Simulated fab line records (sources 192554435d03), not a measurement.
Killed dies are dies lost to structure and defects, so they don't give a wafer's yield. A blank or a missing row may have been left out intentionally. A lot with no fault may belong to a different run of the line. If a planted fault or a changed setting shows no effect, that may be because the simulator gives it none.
fab line records    flow n5Finfet
[record] lots = 6  wafers = 16  lastDay = 17
route steps=1938 shown BEOL_M12@1625
lots untouched by any fault: they come from a run of this same line in which no faults occurred
startH: hours from the record's first day to the start of the lot's first wafer shown    waitH: how many hours have passed since the lot's step before this one    " as in the row above    L1.1+2: one row covering several wafers at once    - no value present, or no start provided    * or withheld: withheld    < > ~ a bound
route shown NAME@n: names a module that has steps shown in the file, with the first one's number in the route    usual: average and standard deviation across the fault-free wafers    same: alike in all rows    chamber/n: place in a boat    sites: each site's reading    _std_site: standard deviation across them    _edge_site: inner sites' mean taken away from outer sites' mean    radiusMm: for every site, how far away it sits from the centre of the wafer    mask NAME#n: copy n    behind: tool/chamber where the wafer was last shaped    hold: why the lot went on hold/how many hours it stayed there/how the hold came to an end    device: transistor that didn't switch, given as n, p or np    end of line: at the end of the route, the tests of the same wafers    for a step that has no rows: nothing shown but its recipe    killed: at the first sort, the dies lost to defects and structure; wafer yield is something else    map: a wafer's dies, x killed, . not, _ none there
set.NAME: setting as actually run; set.NAME@STEP: the setting as run at that earlier step    model.NAME: the simulator's own value behind a step, which no gauge read
a table for each step, a row for each wafer; lots at some steps of the route
services: a tool's chamber out of use, with start hour (startH, from the record's first day; less than 0 if before it), hours out, and reason
[[steps]]
[step N5_BEOL_M12_COAT_22]
[recipe] spinRpm = 2888  resistThkNm = 300
[step N5_BEOL_M12_EBR_24]
[recipe] solvent = PGMEA  ebrWidthMm = 1.5
[step N5_BEOL_M12_SOFTBAKE_23]
[recipe] tempC = 130  timeS = 60
[step N5_BEOL_M12_EXPOSE_25]
[recipe] maskId = M12  na = 0.93  sourceShape = conventional  sigmaOuter = 0.4  polarization = unpolarized  doseMj = 21.8
[step N5_BEOL_M12_PEB_26]
[recipe] pebTempC = 130  pebTimeS = 90
[step N5_BEOL_M12_DEVELOP_27]
[recipe] developTimeS = 45  rinseLiquid = diw  dry = airSpin  devTempC = 21
[step N5_BEOL_M12_HARDBAKE_32]
[recipe] tempC = 130  timeS = 120
[step N5_BEOL_M12_CD_MEAS_28]
[recipe] targetCdNm = 160.2  landingEnergyEv = 500  detector = seInlens  polarity = opening
[usual] cdNm = 160.0/1.8
lot.wafer  tool      chamber  startH  waitH  cdNm
L953.1     cdSem-03  0        284.13  -      158.0
L953.3     "         0        "       "      158.2
L953.4     "         0        "       "      160.6
L958.1     cdSem-02  0        330.56  -      159.2
L958.5     "         0        "       "      159.7
L958.6     "         0        "       "      159.1
L959.3     cdSem-02  0        338.96  -      158.0
L959.4     "         0        "       "      160.9
L962.3     cdSem-02  0        347.06  -      160.5
L962.4     "         0        "       "      157.5
L967.2     cdSem-01  0        369.65  -      160.5
L967.3     "         0        "       "      159.7
L967.4     "         0        "       "      162.1
L968.1     cdSem-03  0        376.34  -      158.5
L968.2     "         0        "       "      157.0
L968.4     "         0        "       "      157.2
[step N5_BEOL_M12_OVL_MEAS_29]
[recipe] pointsPerWafer = 44
[usual] M12_OVL = 2/5.4
lot.wafer  tool        chamber  startH  waitH  M12_OVL[nm]
L953.1     overlay-02  0        284.16  0.0    4
L953.3     "           0        "       "      3
L953.4     "           0        "       "      -3
L958.1     overlay-01  0        330.59  0.0    -5
L958.5     "           0        "       "      -7
L958.6     "           0        "       "      6
L959.3     overlay-01  0        338.99  0.0    -4
L959.4     "           0        "       "      0
L962.3     overlay-01  0        347.08  0.0    13
L962.4     "           0        "       "      11
L967.2     overlay-01  0        369.68  0.0    -3
L967.3     "           0        "       "      6
L967.4     "           0        "       "      0
L968.1     overlay-01  0        376.38  0.0    7
L968.2     "           0        "       "      2
L968.4     "           0        "       "      3
[step N5_BEOL_M12_INSPECT_30]
[recipe] mode = adi  inspectInstrument = macro
[usual] rawDefectCount = 2.1/1.4
lot.wafer  tool              chamber  startH  waitH  rawDefectCount
L953.1     defectInspect-01  -        284.18  0.0    1
L953.3     "                 -        "       "      2
L953.4     "                 -        "       "      1
L958.1     defectInspect-02  -        330.61  0.0    3
L958.5     "                 -        "       "      2
L958.6     "                 -        "       "      1
L959.3     defectInspect-02  -        339.02  0.0    1
L959.4     "                 -        "       "      2
L962.3     defectInspect-01  -        347.11  0.0    3
L962.4     "                 -        "       "      2
L967.2     defectInspect-02  -        369.71  0.0    1
L967.3     "                 -        "       "      3
L967.4     "                 -        "       "      4
L968.1     defectInspect-01  -        376.40  0.0    3
L968.2     "                 -        "       "      0
L968.4     "                 -        "       "      2
[step N5_BEOL_M12_DESCUM_33]
[recipe] chemistry = O2  timeS = 7.9  sourcePowerW = 50  biasPowerW = 20  pressureMtorr = 20  rfFrequencyHz = 2.712e+07  tempC = 40  o2FlowSccm = 225
[usual] drypumpMotorCurrentA = 5.7/0.4  oesProductAu = 0.81/0.095  rfVppV = 243.4/1.6  showerheadPlenumPTorr = 2.11/0.082  throttleValvePct = 20.45/0.21
lot.wafer  tool        chamber  startH  waitH  drypumpMotorCurrentA  oesProductAu  rfHoursCounterH  rfVppV  showerheadPlenumPTorr  throttleValvePct
L953.1     rieDiel-03  1        284.34  0.2    5.7                   0.94          22               244.0   2.13                   20.38
L953.3     "           3        "       "      6.6                   0.78          112              245.7   2.19                   20.26
L953.4     "           2        "       "      5.7                   0.87          48               244.5   2.21                   20.41
L958.1     rieDiel-01  1        331.03  0.4    5.3                   0.94          16               246.3   2.25                   20.79
L958.5     "           2        "       "      5.8                   0.96          -                242.6   2.06                   20.23
L958.6     "           1        "       "      5.3                   0.94          -                244.9   2.25                   20.78
L959.3     rieDiel-01  2        339.05  0.0    5.8                   0.94          5                242.0   2.06                   20.22
L959.4     "           2        "       "      5.8                   0.94          -                242.6   2.06                   20.21
L962.3     rieDiel-01  2        347.16  0.0    5.8                   0.92          -                243.4   2.06                   20.23
L962.4     "           1        "       "      5.3                   0.92          -                244.7   2.25                   20.81
L967.2     rieDiel-06  2        369.74  0.0    5.3                   0.86          59               243.3   2.13                   20.38
L967.3     "           1        "       "      5.5                   0.82          80               242.3   2.01                   19.97
L967.4     "           3        "       "      5.6                   0.79          90               243.1   2.01                   20.56
L968.1     rieDiel-03  1        376.43  0.0    5.6                   0.88          52               244.0   2.12                   20.45
L968.2     "           2        "       "      5.7                   0.82          83               244.3   2.20                   20.46
L968.4     "           3        "       "      6.6                   0.74          -                247.6   2.18                   20.32
[step N5_BEOL_M12_ETCH_67]
[recipe] chemistry = CF4  target = SiARC  targetDepthA = 1430  timeS = 238.3  ionEnergyEv = 80  pressureMtorr = 40  sourceW = 545  biasW = 36  Ar_flow_sccm = 100  cf4FlowSccm = 100  ends = cleared
[usual] drypumpMotorCurrentA = 5.7/0.4  etchRfOnTimeS = 241/5.9  oesProductAu = 0.69/0.084  rfVppV = 184.2/1.2  showerheadPlenumPTorr = 2.16/0.08  throttleValvePct = 15.61/0.2
lot.wafer  tool        chamber  startH  waitH  drypumpMotorCurrentA  etchRfOnTimeS  oesProductAu  rfHoursCounterH  rfVppV  showerheadPlenumPTorr  throttleValvePct
L953.1     rieDiel-03  1        284.38  0.0    5.7                   228            0.80          22               185.2   2.20                   15.61
L953.3     "           3        "       "      6.6                   247            0.67          112              185.2   2.23                   15.45
L953.4     "           2        "       "      5.7                   239            0.73          48               185.4   2.27                   15.67
L958.1     rieDiel-01  1        331.07  0.0    5.4                   235            0.81          16               184.9   2.28                   15.75
L958.5     "           2        "       "      5.8                   248            0.81          -                184.3   2.11                   15.37
L958.6     "           1        "       "      5.4                   233            0.81          -                185.6   2.28                   15.74
L959.3     rieDiel-01  2        339.08  0.0    5.8                   245            0.80          5                183.6   2.11                   15.36
L959.4     "           2        "       "      5.8                   243            0.81          -                182.8   2.11                   15.36
L962.3     rieDiel-01  2        347.27  0.1    5.8                   245            0.79          -                184.2   2.11                   15.36
L962.4     "           1        "       "      5.3                   234            0.79          -                186.8   2.28                   15.77
L967.2     rieDiel-06  2        369.78  0.0    5.3                   241            0.72          59               183.2   2.16                   15.42
L967.3     "           1        "       "      5.5                   239            0.70          80               183.4   2.06                   15.22
L967.4     "           3        "       "      5.5                   240            0.69          90               184.4   2.08                   15.85
L968.1     rieDiel-03  1        376.47  0.0    5.7                   229            0.76          52               182.9   2.18                   15.66
L968.2     "           2        "       "      5.7                   241            0.70          83               185.8   2.26                   15.73
L968.4     "           3        "       "      6.6                   250            0.64          -                184.1   2.21                   15.53
[step N5_BEOL_M12_ETCH_68]
[recipe] chemistry = N2/H2  target = SOC  maskMaterial = SiARC  sourceW = 3000  biasW = 350  tempC = 40  timeS = 285  ionEnergyEv = 200  pressureMtorr = 30  n2FlowSccm = 200  h2FlowSccm = 200
[usual] drypumpMotorCurrentA = 5.7/0.4  oesProductAu = 0.81/0.096  rfVppV = 524.4/2.9  runLengthS = 308.4/0.43  showerheadPlenumPTorr = 2.56/0.097  throttleValvePct = 17.79/0.21
lot.wafer  tool        chamber  startH  waitH  drypumpMotorCurrentA  oesProductAu  rfHoursCounterH  rfVppV  runLengthS  showerheadPlenumPTorr  throttleValvePct  model.SiARC_of_BEOL_M12_COAT_66.thkNm
L953.1     rieDiel-03  1        284.52  0.1    5.7                   0.93          22               525.3   308.6       2.62                   17.93             86
L953.3     "           3        "       "      6.6                   0.78          112              526.8   308.4       2.65                   17.48             86.8
L953.4     "           2        "       "      5.8                   0.86          49               529.7   308.6       2.69                   17.81             85.8
L958.1     rieDiel-01  1        331.21  0.1    5.3                   0.94          16               530.0   307.9       2.71                   17.97             86.2
L958.5     "           2        "       "      5.8                   0.98          -                522.1   308.6       2.51                   17.51             86.4
L958.6     "           1        "       "      5.3                   0.94          -                530.1   307.8       2.71                   17.96             85.6
L959.3     rieDiel-01  2        339.23  0.1    5.8                   0.95          5                522.6   309.1       2.51                   17.49             85.8
L959.4     "           2        "       "      5.8                   0.94          -                523.0   245.8       2.51                   17.50             91.2
L962.3     rieDiel-01  2        347.50  0.2    5.8                   0.94          -                520.9   308.8       2.51                   17.51             86
L962.4     "           1        "       "      5.4                   0.93          -                528.7   244.7       2.71                   17.98             90.6
L967.2     rieDiel-06  2        369.92  0.1    5.3                   0.85          59               524.7   309.0       2.57                   17.64             85.6
L967.3     "           1        "       "      5.5                   0.82          80               521.6   307.6       2.47                   17.53             85.8
L967.4     "           3        "       "      5.6                   0.81          90               521.4   308.8       2.46                   18.08             86.2
L968.1     rieDiel-03  1        376.61  0.1    5.7                   0.90          52               525.4   308.8       2.61                   18.00             84.8
L968.2     "           2        "       "      5.7                   0.83          83               527.9   309.0       2.67                   17.88             85.8
L968.4     "           3        "       "      6.6                   0.75          -                526.6   308.9       2.64                   17.54             86.8
[step N5_BEOL_M12_STRIP_69]
[recipe] chemistry = N2/H2  tempC = 40  n2FlowSccm = 200  h2FlowSccm = 200  rfFrequencyHz = 6e+07
[[services]]
tool        chamber  startH  hours  kind
rieDiel-01  1        275.60  -      clean
rieDiel-01  1        275.60  -      consumableReplace:focusRing
rieDiel-01  1        275.60  -      consumableReplace:showerhead
rieDiel-01  1        275.60  19.0   scheduledDown
rieDiel-01  1        275.60  19.0   ventCycle
rieDiel-01  2        299.41  -      clean
rieDiel-01  2        299.41  -      consumableReplace:focusRing
rieDiel-01  2        299.41  30.5   scheduledDown
rieDiel-01  2        299.41  30.5   ventCycle
rieDiel-01  3        329.94  -      clean
rieDiel-01  3        329.94  -      consumableReplace:focusRing
rieDiel-01  3        329.94  26.7   scheduledDown
rieDiel-01  3        329.94  26.7   ventCycle
rieDiel-03  1        331.23  10.9   repair
rieDiel-01  0        343.61  9.4    repair
rieDiel-01  1        360.24  5.1    repair
rieDiel-06  -        364.60  2.4    repair
rieDiel-03  0        368.14  -      clean
rieDiel-03  0        368.14  -      consumableReplace:focusRing
rieDiel-03  0        368.14  -      consumableReplace:showerhead
rieDiel-01  0        368.97  -      clean
rieDiel-01  0        368.97  -      consumableReplace:focusRing
rieDiel-01  0        368.97  21.8   scheduledDown
rieDiel-01  0        368.97  21.8   ventCycle
[[key]]
[firstSign] step = N5_BEOL_M12_ETCH_68  reading = runLengthS  direction = down  sigmas = 99+  usual = *  struck = *
effect none on later readings
[modelEffect] step = N5_BEOL_M12_ETCH_68  value = SiARC_of_BEOL_M12_COAT_66.thkNm  without = 85.5  struck = 90.9
metAt N5_BEOL_M12_ETCH_68
struckWafers L959.4,L962.4
onsetBetween 331.21 339.23
[fault] kind = processParameterDrift  tool = rieDiel-01  chamber = -  onsetH = 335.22  steps = N5_BEOL_M12_ETCH_68  channel = timeS  offset = *  shape = step  endH = 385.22  scope = struckWafersOnly  actsIn = *  stated = *
